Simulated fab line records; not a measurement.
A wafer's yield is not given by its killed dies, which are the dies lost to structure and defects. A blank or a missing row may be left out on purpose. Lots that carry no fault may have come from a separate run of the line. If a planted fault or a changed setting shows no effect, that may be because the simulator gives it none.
Comparing a struck lot with a sound one	flow n5-finfet	31 out of 1938 route steps
Sound: the wafers L819.2, L819.5, L819.6. Wafers L813.2, L813.5, L813.6 were the ones struck. At the end, the cause is stated.
Per side, at each step with rows, come the tool, then ch with its chambers, and then its first start. Under that, the readings that differ: sound wafers	struck wafers	difference of the means	sigmas: that difference in standard deviations of wafers without a fault.
alike: readings whose means differ by less than 2 such deviations, and words and numbers that are the same on both sides. not compared: withheld readings, readings that some wafer has no value for, bounds like >300 that may hide the same value, and numbers for which the record gives no deviation and whose values overlap.
A row with sigmas, a row that says differs or no value, or rows on one side alone: a step with any of these is where the two part. Numbers that don't overlap but have no deviation are shown without sigmas and don't part them. Lack of a reading on every wafer of one side parts them only where that side has two or more wafers.

first, 10 steps without rows for these wafers: N5_FIN_CUT_STRIP_22 (strips in N2/H2); N5_FIN_CUT_PRECLEAN_36 (cleans in O3/DIW, time 60 s); N5_FIN_CUT_SRD_32 (time 30 s); N5_FIN_CUT_UV_OZONE_34 (time 120 s); N5_STI_FIN_REVEAL_ALD_00 (deposits SiO2, target thk 1 nm, pulse time 1 s); N5_STI_FIN_REVEAL_ALD_14 (deposits Si3N4, target thk 3 nm); N5_STI_FIN_REVEAL_FCVD_FILL_01 (material SiO2 flowable, target thk 312 nm, time 512.2 s); N5_STI_FIN_REVEAL_DENSIFY_02 (time 1800 s); N5_STI_FIN_REVEAL_CMP_04 (polishes, stops on Si3N4, t overpolish 4 s, target thk 131.83 nm); N5_STI_FIN_REVEAL_DENSIFY_30.
N5_STI_FIN_REVEAL_ETCHBACK_08: etches SiO2 in C4F6/O2, target depth 30.5 nm, time 10.167 s.
  sound on rie-diel-05 ch 0,1,2, day 7 01:26; struck on rie-diel-05 ch 0,2,3, day 5 12:49
  no value came back on the struck wafers for any of 7 readings (C4F6_flow_sccm (sccm), O2_flow_sccm (sccm) and others); on the sound wafers C4F6_flow_sccm (sccm) reads 10.00 10.01 9.95
  not compared: rf-hours-counter-h
then, 16 steps without rows for these wafers: N5_STI_FIN_REVEAL_STRIP_24 (strips in N2/H2, time 90 s); N5_STI_FIN_REVEAL_PRECLEAN_25 (cleans in SPM, time 90 s); N5_STI_FIN_REVEAL_PRECLEAN_26 (cleans in SC1, time 45 s); N5_STI_FIN_REVEAL_PRECLEAN_29 (cleans in DHF, time 30 s); N5_STI_FIN_REVEAL_SRD_12 (time 30 s); N5_STI_FIN_REVEAL_RECESS_09 (chemistry HF/NH3, target SiO2, afs cycles 11, target depth 42.5 nm, sublimation time 60 s); N5_STI_FIN_REVEAL_STRIP_16 (strips SiNx in H3PO4, target depth 23.8 nm); N5_STI_FIN_REVEAL_PRECLEAN_17 (cleans in NF3:NH3, afs cycles 1, time 20 s, sublimation time 60 s); N5_STI_FIN_REVEAL_ETCH_34 (etches Si in H2, material Si, target depth 0.97 nm); N5_STI_FIN_REVEAL_OXIDATION_31 (chemistry O2 PLASMA REMOTE, time 20 s); N5_STI_FIN_REVEAL_PRECLEAN_32 (cleans in NF3:NH3, afs cycles 1, time 20 s, sublimation time 60 s); N5_STI_FIN_REVEAL_STRIP_35 (strips Si3N4 in H3PO4, target depth 4 nm, time 39 s); N5_STI_FIN_REVEAL_SRD_21 (time 30 s); N5_STI_FIN_REVEAL_OXIDATION_33 (chemistry O2 PLASMA REMOTE, time 20 s); N5_STI_FIN_REVEAL_CLEAN_19 (cleans in O3/DIW, time 120 s); N5_STI_FIN_REVEAL_SRD_23 (time 30 s).
N5_STI_FIN_REVEAL_FIN_H_MEAS_10:
  sound on ocd-02, day 7 04:23; struck on ocd-02, day 5 15:46
reading	sound	struck	difference	sigmas
trench-depth-nm (nm)	50.9 52.3 50.8	21.5 21.7 21.4	-29.8	-60
then, 1 step without rows for these wafers: N5_STI_FIN_REVEAL_PRECLEAN_18 (cleans in SC2, time 45 s).
N5_BEOL_M4_RC_MEAS_101:
  the record has rows for the sound wafers here (prober-02 ch 0, day 12 16:57) and none for the struck ones
-- the record jumps here: 11 days lie between the struck wafers' starts before and after (it left off in module BEOL_M4 and takes up again in module PASSIVATION, whose first step shown is number 1936 of the route) --
N5_PASSIVATION_PROBE_49:
  sound on prober-02, day 17 03:10; struck on prober-01, day 17 02:29
reading	sound	struck	difference	sigmas
defect-limited-yield (%)	91.4 91.6	0 0 0	-92	-65
killed-at-front-end	41 46	1091 1100 1095	+1052	+96
killed-dies	101 99	1180 1180 1180	+1080	+64
killed-on-rim	9 10	152 152 152	+142	+38
sort_bin_5_function (%)	5.2 5.1	94.8 96.4 95.0	+90.2	+99 or more
sort-n-pass	1079 1081	0 0 0	-1080	-64
sort-yield-pct (%)	91.4 91.6	0 0 0	-92	-65
  alike: killed_at_M0_to_M3, killed_at_M4_up, killed-at-contacts, killed-at-other, killed-open, killed-short, sort_bin_6_memory

== WHERE THEY PART ==
Last at N5_PASSIVATION_PROBE_49 as far as this record goes, first at N5_STI_FIN_REVEAL_ETCHBACK_08.

WHY: what the simulator had put in
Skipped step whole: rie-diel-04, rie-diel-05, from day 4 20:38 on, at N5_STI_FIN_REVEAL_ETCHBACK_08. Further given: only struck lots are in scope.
